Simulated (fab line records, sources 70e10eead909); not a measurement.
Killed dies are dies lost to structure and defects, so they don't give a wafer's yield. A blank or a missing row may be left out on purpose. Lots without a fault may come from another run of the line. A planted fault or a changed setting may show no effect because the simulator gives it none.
fab line records | flow nand_harc
record lots=13 wafers=39 last_day=33
route steps=1302 shown A_CONTACT@1057 A_BONDPAD@1226 HYBRID_BOND@1242 END@1302
lots that met no fault: from a run of the same line without faults
start_h: hours from the record's first day to the start of the lot's first wafer shown | wait_h: hours since the lot's step before | " the same as in the row above | L1.1+2: a row that stands for several wafers | - no value, or no start given | * or withheld: withheld | < > ~ a bound
route shown NAME@n: a module of which the file shows steps, and the number in the route of the first | usual: mean/standard deviation of fault-free wafers | same: alike in all rows | chamber/n: place in a boat | sites: the reading at each site | _std_site: their standard deviation | _edge_site: outer sites' mean less inner sites' | radius_mm: how far each site lies from the wafer's centre | mask NAME#n: copy n | behind: the tool/chamber that last shaped the wafer | hold: why the lot was held/for how many hours/how that ended | device: the transistor (n, p or np) that didn't switch | end of line: the same wafers' tests at the end of the route | a step without rows: its recipe alone | killed: dies lost to structure and defects at the first sort, not the wafer's yield | map: a wafer's dies, x killed, . not, _ none there
set.NAME: the setting as run; set.NAME@STEP: as run at that earlier step | model.NAME: the simulator's own value behind a step, which no gauge read
steps of the route over a sample of lots; a table a step, a row a wafer
services: from which hour (start_h, from the record's first day; less than 0 if before it) a tool's chamber was out of use, for how many hours, and why
## steps
# step NHARC_A_CONTACT_ETCH_91
# recipe target_depth_a=400 over_etch_frac=0.5 time_s=85.7 ion_energy_ev=120 ch3f_flow_sccm=50 o2_flow_sccm=30 ar_flow_sccm=200 rf_w=500 bias_w=100 chemistry=CH3F/O2
# usual drypump_motor_current_A=5.7/0.35 oes_product_au=0.938/0.028 rf_vpp_V=245.7/1.4 showerhead_plenum_p_Torr=2.56/0.087 throttle_valve_pct=20.663/0.0096
# columns lot.wafer tool chamber start_h wait_h drypump_motor_current_A oes_product_au rf_hours_counter_h rf_vpp_V showerhead_plenum_p_Torr throttle_valve_pct
L161.2 rie_diel-11 2 513.62 0.7 5.7 0.923 11 245.8 2.53 20.679
L161.3 " 0 " " 5.5 0.921 11 244.2 2.52 20.664
L161.6 " 1 " " 5.8 0.932 - 246.7 2.66 20.671
L160.2 rie_diel-11 1 519.11 0.6 5.8 0.925 13 246.7 2.66 20.667
L160.4 " 0 " " 5.5 0.917 12 245.8 2.52 20.658
L160.6 " 2 " " 5.7 0.920 - 243.6 2.53 20.698
L159.1 rie_diel-11 1 519.91 0.9 5.7 0.934 13 244.6 2.66 20.658
L159.2 " 3 " " 5.7 0.937 12 248.0 2.66 20.665
L159.3 " 0 " " 5.5 0.924 12 246.2 2.52 20.688
L162.4 rie_diel-11 1 536.16 0.5 5.7 0.924 16 247.0 2.65 20.660
L162.6 " 2 " " 5.7 0.921 - 246.0 2.53 20.673
L162.5 " 3 " " 5.7 0.922 - 246.7 2.65 20.663
L163.4 rie_diel-02 1 536.46 0.6 6.3 0.920 43 245.6 2.49 20.671
L163.3 " 0 " " 6.7 0.938 47 248.4 2.60 20.663
L163.6 " 2 " " 5.7 0.921 - 244.9 2.49 20.666
L165.3 rie_diel-11 3 549.81 0.5 5.8 0.921 19 247.6 2.65 20.669
L165.4 " 1 " " 5.8 0.914 19 246.1 2.65 20.665
L165.5 " 0 " " 5.5 0.913 - 245.0 2.52 20.671
L164.4 rie_diel-11 1 551.05 0.5 5.7 0.938 19 246.9 2.65 20.663
L164.1 " 2 " " 5.7 0.924 18 243.2 2.53 20.648
L164.5 " 0 " " 5.5 0.925 - 246.2 2.51 20.663
L167.2 rie_diel-11 3 594.00 0.7 5.8 0.929 26 247.8 2.65 20.650
L167.4 " 1 " " 5.8 0.916 24 245.9 2.65 20.669
L167.5 " 2 " " 5.7 0.919 - 244.8 2.53 20.653
L168.1 rie_diel-09 0 596.86 0.8 6.1 0.917 33 245.6 2.58 20.655
L168.6 " 1 " " 6.2 0.916 - 244.2 2.41 20.667
L168.5 " 2 " " 5.0 0.923 - 246.2 2.64 20.655
L172.3 rie_diel-11 0 622.47 0.6 5.6 1.005 0 245.6 2.51 20.664
L172.1 " 1 " " 5.8 1.004 0 247.9 2.65 20.671
L172.4 " 2 " " 5.7 0.998 0 246.4 2.53 20.676
L173.4 rie_diel-11 0 641.45 0.6 5.5 0.931 4 243.2 2.51 20.670
L173.2 " 1 " " 5.8 0.923 3 246.4 2.65 20.657
L173.5 " 3 " " 5.7 0.939 - 247.6 2.65 20.662
L177.1 rie_diel-02 2 697.60 0.6 5.6 0.991 37 245.9 2.47 20.657
L177.2 " 3 " " 4.9 0.980 35 242.2 2.32 20.670
L177.4 " 1 " " 6.3 0.991 38 244.3 2.47 20.661
L181.4 rie_diel-09 1 720.37 0.6 6.2 0.924 17 245.1 2.40 20.669
L181.6 " 1 " " 6.2 0.932 - 243.4 2.40 20.655
L181.5 " 2 " " 5.0 0.910 - 246.6 2.62 20.672
# step NHARC_A_BONDPAD_PRE_CLEAN_26
# recipe time_s=30 temp_c=280 gas=H2/He
# usual heater_power_w=398/32
# columns lot.wafer tool chamber start_h wait_h heater_power_w
L161.2 pvd_sputter-02 - - - 413
L161.3 " - " " 431
L161.6 " - " " 341
L160.4 pvd_sputter-02 - - - 356
L160.2 " - " " 402
L160.6 " - " " 344
L159.2 pvd_sputter-03 - - - 441
L159.3 " - " " 368
L159.1 " - " " 424
L162.4 pvd_sputter-01 - - - 396
L162.5 " - " " 394
L162.6 " - " " 368
L163.3 pvd_sputter-01 - - - 361
L163.4 " - " " 417
L163.6 " - " " 394
L165.3 pvd_sputter-02 - - - 404
L165.4 " - " " 349
L165.5 " - " " 430
L164.4 pvd_sputter-02 - - - 433
L164.1 " - " " 338
L164.5 " - " " 438
L167.2 pvd_sputter-01 - - - 398
L167.4 " - " " 377
L167.5 " - " " 424
L168.1 pvd_sputter-01 - - - 406
L168.6 " - " " 385
L168.5 " - " " 347
L172.3 pvd_sputter-02 - - - 418
L172.1 " - " " 423
L172.4 " - " " 351
L173.4 pvd_sputter-01 - - - 378
L173.2 " - " " 339
L173.5 " - " " 349
L177.4 pvd_sputter-02 - - - 417
L177.2 " - " " 350
L177.1 " - " " 432
L181.4 pvd_sputter-01 - - - 372
L181.6 " - " " 404
L181.5 " - " " 378
# step NHARC_A_BONDPAD_THK_MEAS_20
# recipe thk_meas_gauge=xrf
# usual thk_nm=169.6/1.6
# columns lot.wafer tool chamber start_h wait_h thk_nm
L161.2 film_metro-02 - 539.42 - 171.8
L161.3 " - " " 167.9
L161.6 " - " " 166.9
L160.2 film_metro-02 - 545.20 - 169.0
L160.4 " - " " 168.5
L160.6 " - " " 168.2
L159.1 film_metro-02 - 546.70 - 169.5
L159.2 " - " " 171.8
L159.3 " - " " 168.3
L162.4 film_metro-02 - 563.88 - 167.6
L162.5 " - " " 169.7
L162.6 " - " " 167.9
L163.3 film_metro-02 - 564.26 - 172.6
L163.4 " - " " 170.2
L163.6 " - " " 171.1
L165.3 film_metro-02 - 575.21 - 170.5
L165.4 " - " " 169.1
L165.5 " - " " 169.9
L164.1 film_metro-02 - 576.52 - 167.4
L164.4 " - " " 167.9
L164.5 " - " " 170.2
L167.2 film_metro-01 - 619.28 - 170.9
L167.4 " - " " 168.6
L167.5 " - " " 169.7
L168.1 film_metro-01 - 623.59 - 167.8
L168.5 " - " " 169.0
L168.6 " - " " 170.2
L172.1 film_metro-02 - 650.06 - 168.8
L172.3 " - " " 169.7
L172.4 " - " " 170.6
L173.2 film_metro-01 - 666.76 - 167.8
L173.4 " - " " 170.0
L173.5 " - " " 167.1
L177.1 film_metro-01 - 726.00 - 170.8
L177.2 " - " " 173.1
L177.4 " - " " 168.7
L181.4 film_metro-02 - 748.41 - 169.6
L181.5 " - " " 169.9
L181.6 " - " " 168.7
# step NHARC_HYBRID_BOND_OVL_MEAS_05
# usual overlay_x_nm=4/33 overlay_y_nm=0/34
# columns lot.wafer tool chamber start_h wait_h overlay_x_nm overlay_y_nm
L161.2 overlay-01 - 549.32 0.4 55 43
L161.3 " - " " -28 -12
L161.6 " - " " 18 51
L159.1 overlay-02 - 554.87 0.4 0 51
L159.2 " - " " 10 49
L159.3 " - " " 24 6
L160.2 overlay-01 - 554.87 0.4 -4 1
L160.4 " - " " 9 22
L160.6 " - " " -4 -47
L162.4 overlay-01 - 574.51 0.4 -1 67
L162.5 " - " " 6 5
L162.6 " - " " -20 -20
L163.3 overlay-02 - 574.51 0.4 11 52
L163.4 " - " " 33 -18
L163.6 " - " " 34 17
L164.1 overlay-02 - 586.90 0.4 -2 -18
L164.4 " - " " 18 29
L164.5 " - " " -4 0
L165.3 overlay-01 - 586.90 0.4 10 -47
L165.4 " - " " 3 18
L165.5 " - " " 5 7
L167.2 overlay-02 - 631.87 0.4 -26 -72
L167.4 " - " " 11 34
L167.5 " - " " 20 -9
L168.1 overlay-01 - 631.88 0.4 13 51
L168.5 " - " " -36 -2
L168.6 " - " " 6 -49
L172.1 overlay-02 - 659.79 0.4 26 -34
L172.3 " - " " 51 0
L172.4 " - " " 51 -16
L173.2 overlay-01 - 677.38 0.4 46 -43
L173.4 " - " " -86 -19
L173.5 " - " " -47 -26
L177.1 overlay-02 - 735.80 0.4 60 44
L177.2 " - " " 57 33
L177.4 " - " " 28 -34
L181.4 overlay-02 - 759.87 0.4 -38 -46
L181.5 " - " " -20 -28
L181.6 " - " " 3 48
# step NHARC_END_SORT_01
# recipe temp_c=25
# usual killed_at_array=55/23 killed_at_other=1.0/1.2 killed_at_periphery=3.2/2.7 killed_dies=59/23 killed_open=3.1/1.6 killed_short=2.2/1.5
# same gross_dies=677
# columns lot.wafer tool chamber start_h wait_h killed_at_array killed_at_other killed_at_periphery killed_dies killed_open killed_short
L173.2 prober-02 0 699.41 6.6 105 0 1 106 2 2
L173.4 prober-02 0 701.01 7.2 150 0 3 153 4 5
L173.5 prober-02 0 701.81 7.5 102 0 4 106 3 3
# killed by level:class
L173.2 A_CONTACT:unspecified=59 A_CHANNEL_HOLE_D1:chamber_film_flake=31 A_STAIRCASE:chamber_film_flake=3 A_CHANNEL_HOLE_D2:chamber_film_flake=2 A_M1:chamber_film_flake=2 A_DECK1_JOINT:geometric_particle:open=1 A_CHANNEL_FILL_D2:geometric_particle:short=1 A_SGD_CUT:geometric_particle:short=1
L173.4 A_CONTACT:unspecified=85 A_CHANNEL_HOLE_D1:chamber_film_flake=32 A_CONTACT:chamber_film_flake=7 A_STAIRCASE:chamber_film_flake=6 A_CHANNEL_HOLE_D2:chamber_film_flake=3 A_SLIT:chamber_film_flake=3 A_M1:chamber_film_flake=3 A_WL_FILL:geometric_particle:short=2
L173.5 A_CONTACT:unspecified=59 A_CHANNEL_HOLE_D1:chamber_film_flake=26 A_STAIRCASE:chamber_film_flake=4 A_CONTACT:chamber_film_flake=4 A_WL_FILL:geometric_particle:short=2 P_GATE:chamber_film_flake=2 A_SLIT:chamber_film_flake=2 P_M1:geometric_particle:short=1
## services
# columns tool chamber start_h hours kind
rie_diel-11 0 490.53 - clean
rie_diel-11 1 490.53 - clean
rie_diel-11 2 490.53 - clean
rie_diel-11 3 490.53 - clean
rie_diel-09 - 497.17 9.0 pm
rie_diel-11 0 515.03 - clean
pvd_sputter-03 - 526.00 10.0 pm
pvd_sputter-01 - 533.44 1.6 repair
rie_diel-09 1 539.60 45.0 repair
rie_diel-11 0 568.61 6.3 repair
rie_diel-02 - 570.88 9.0 pm
pvd_sputter-01 - 582.00 10.0 pm
rie_diel-09 0 589.90 6.2 repair
rie_diel-11 - 609.53 9.0 pm
pvd_sputter-02 - 638.03 10.0 pm
rie_diel-11 0 659.83 12.7 repair
rie_diel-09 - 674.17 9.0 pm
pvd_sputter-03 - 704.00 10.0 pm
rie_diel-02 1 717.94 7.2 repair
rie_diel-09 - 722.18 0.6 repair
pvd_sputter-01 - 724.19 2.4 repair
rie_diel-11 1 732.62 4.1 repair
rie_diel-02 0 736.16 3.1 repair
rie_diel-02 2 745.03 9.4 repair
## key
first_sign step=NHARC_END_SORT_01 reading=killed_at_array direction=up sigmas=2.8 usual=55 struck=119
effect step=NHARC_END_SORT_01 reading=killed_dies direction=up sigmas=2.7 usual=59 struck=122
more_kills_born_at NHARC_A_CONTACT_ETCH_91@rie_diel-11=203
met_at NHARC_A_CONTACT_ETCH_91
struck_lots L173
tester_left_out L173
not_acting_at NHARC_A_BONDPAD_PRE_CLEAN_26,NHARC_A_BONDPAD_THK_MEAS_20,NHARC_HYBRID_BOND_OVL_MEAS_05
onset_between 622.47 641.45
fault kind=chamber_particle_source tool=rie_diel-11 chamber=- onset_h=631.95 steps=NHARC_A_CONTACT_ETCH_91 rate_per_visit_cm2=0.93457 end_h=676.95
# tester_left_out: of these lots the tester's yield and bins aren't shown, on N5 and GAA mostly nor the transistor test; their killed dies are dies lost to structure and defects alone, not to doping, threshold or leakage, so they don't give the yield
